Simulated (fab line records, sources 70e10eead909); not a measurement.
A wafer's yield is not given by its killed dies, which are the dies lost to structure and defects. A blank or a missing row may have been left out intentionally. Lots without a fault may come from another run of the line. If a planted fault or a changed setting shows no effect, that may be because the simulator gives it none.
Matching of chambers ; flow nand-harc ; NHARC_A_CONTACT_ALD_18 on ald-metal-01: 4 sister chambers
The step deposits TiN, target thk 3 nm, pulse time 1 s, ald cycles 150. 8 wafers are shown with their chamber, then 10 later ones without.

WAFERS PAIRED WITH THEIR CHAMBERS
wafer;chamber;precursor-pulse-height-rel;heater-power-w (W)
L076.5;1;1.004;1105
L083.6;2;0.977;1086
L084.6;2;1.004;1040
L086.3;0;1.024;1057
L086.4;3;1.021;1109
L086.6;3;1.004;1069
L090.2;0;1.007;1080
L090.5;1;1.004;1096

WAFERS WITH NO CHAMBER GIVEN
wafer;precursor-pulse-height-rel;heater-power-w (W)
L090.6;0.993;1061
L090.1;0.977;1048
L090.3;1.002;1104
L090.4;0.998;1102
L093.1;0.989;1085
L093.4;1.010;1139
L093.6;1.001;1114
L097.1;1.014;1008
L097.3;1.047;1125
L097.6;1.014;1102

THE CHAMBER EACH PASSED THROUGH
wafer;from the rows above;in truth
L090.6;can't be placed: 2 or 0 or 1 or 3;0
L090.1;can't be placed: 2 or 1 or 0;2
L090.3;can't be placed: 1 or 3 or 0 or 2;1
L090.4;can't be placed: 1 or 3 or 2 or 0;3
L093.1;can't be placed: 2 or 1 or 3 or 0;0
L093.4;can't be placed: 1 or 3 or 0 or 2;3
L093.6;can't be placed: 1 or 3 or 0 or 2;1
L097.1;can't be placed: 0 or 2 or 3 or 1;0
L097.3;can't be placed: 3 or 0 or 1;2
L097.6;can't be placed: 3 or 1 or 0 or 2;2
0 of 10 placed correctly. From these rows, 10 cannot be placed; in 9 the true chamber is one of the candidates. Placed wrongly: 0.
How it was worked out, from the rows above alone: a wafer's distance from a chamber is the root of the sum, over the readings, of the square of ((its reading less the chamber's mean) divided by the reading's scatter). If the next closest chamber is less than 2 further off than the closest, the wafer can't be placed; otherwise it belongs to the closest. A chamber's mean is the mean of its shown wafers. The scatter is the square root of a quotient: the sum, over the shown wafers, of each reading's squared deviation from its chamber's mean, divided by wafers minus chambers.
